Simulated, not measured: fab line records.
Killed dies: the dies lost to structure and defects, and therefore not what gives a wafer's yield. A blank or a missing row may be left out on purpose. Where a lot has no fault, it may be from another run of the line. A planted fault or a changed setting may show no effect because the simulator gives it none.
Matching of chambers || flow nand_harc || cmp-02 running NHARC_A_STAIRCASE_CMP_450: 4 sister chambers
The step polishes SiO2, target thk 200 nm. 4 wafers are shown with their chamber, then 11 later ones without.

## EACH WAFER AND ITS CHAMBER
{"wafer": "L089.1", "chamber": 3, "motor_current_A (A)": 10.5}
{"wafer": "L089.3", "chamber": 1, "motor_current_A (A)": 12.3}
{"wafer": "L090.6", "chamber": 0, "motor_current_A (A)": 13.6}
{"wafer": "L088.4", "chamber": 2, "motor_current_A (A)": 12.2}

## WAFERS MISSING THEIR CHAMBER
{"wafer": "L088.5", "motor_current_A (A)": 13.8}
{"wafer": "L088.6", "motor_current_A (A)": 10.1}
{"wafer": "L092.1", "motor_current_A (A)": 13.0}
{"wafer": "L092.5", "motor_current_A (A)": 13.4}
{"wafer": "L092.6", "motor_current_A (A)": 12.7}
{"wafer": "L095.1", "motor_current_A (A)": 10.6}
{"wafer": "L095.4", "motor_current_A (A)": 13.2}
{"wafer": "L095.5", "motor_current_A (A)": 12.6}
{"wafer": "L096.1", "motor_current_A (A)": 10.5}
{"wafer": "L096.3", "motor_current_A (A)": 12.7}
{"wafer": "L096.4", "motor_current_A (A)": 13.8}

## CHAMBER TAKEN BY EACH
{"wafer": "L088.5", "from the rows above": 0, "in truth": 0}
{"wafer": "L088.6", "from the rows above": 3, "in truth": 3}
{"wafer": "L092.1", "from the rows above": "can't be placed: 0 or 1 or 2", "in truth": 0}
{"wafer": "L092.5", "from the rows above": 0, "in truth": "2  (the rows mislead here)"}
{"wafer": "L092.6", "from the rows above": "can't be placed: 1 or 2 or 0", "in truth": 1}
{"wafer": "L095.1", "from the rows above": 3, "in truth": 3}
{"wafer": "L095.4", "from the rows above": "can't be placed: 0 or 1 or 2", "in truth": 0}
{"wafer": "L095.5", "from the rows above": "can't be placed: 1 or 2", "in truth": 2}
{"wafer": "L096.1", "from the rows above": 3, "in truth": 3}
{"wafer": "L096.3", "from the rows above": "can't be placed: 1 or 2 or 0", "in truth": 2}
{"wafer": "L096.4", "from the rows above": 0, "in truth": 0}
Placed correctly: 5 of 11. Can't be placed from these rows: 5 (the true chamber is among the candidates in 5). Number placed wrongly: 1.
How it was worked out, from the rows above alone: a wafer's distance from a chamber is the root of the sum, over the readings, of the square of ((its reading less the chamber's mean) divided by the reading's scatter). The wafer belongs to the nearest chamber; if the next one is less than 2 further off, it can't be placed. Each chamber's mean is taken over the wafers shown for it. The scatter (one wafer shown for each chamber): square how far every hidden wafer sits from the nearest shown wafer, average those squares and take the square root.
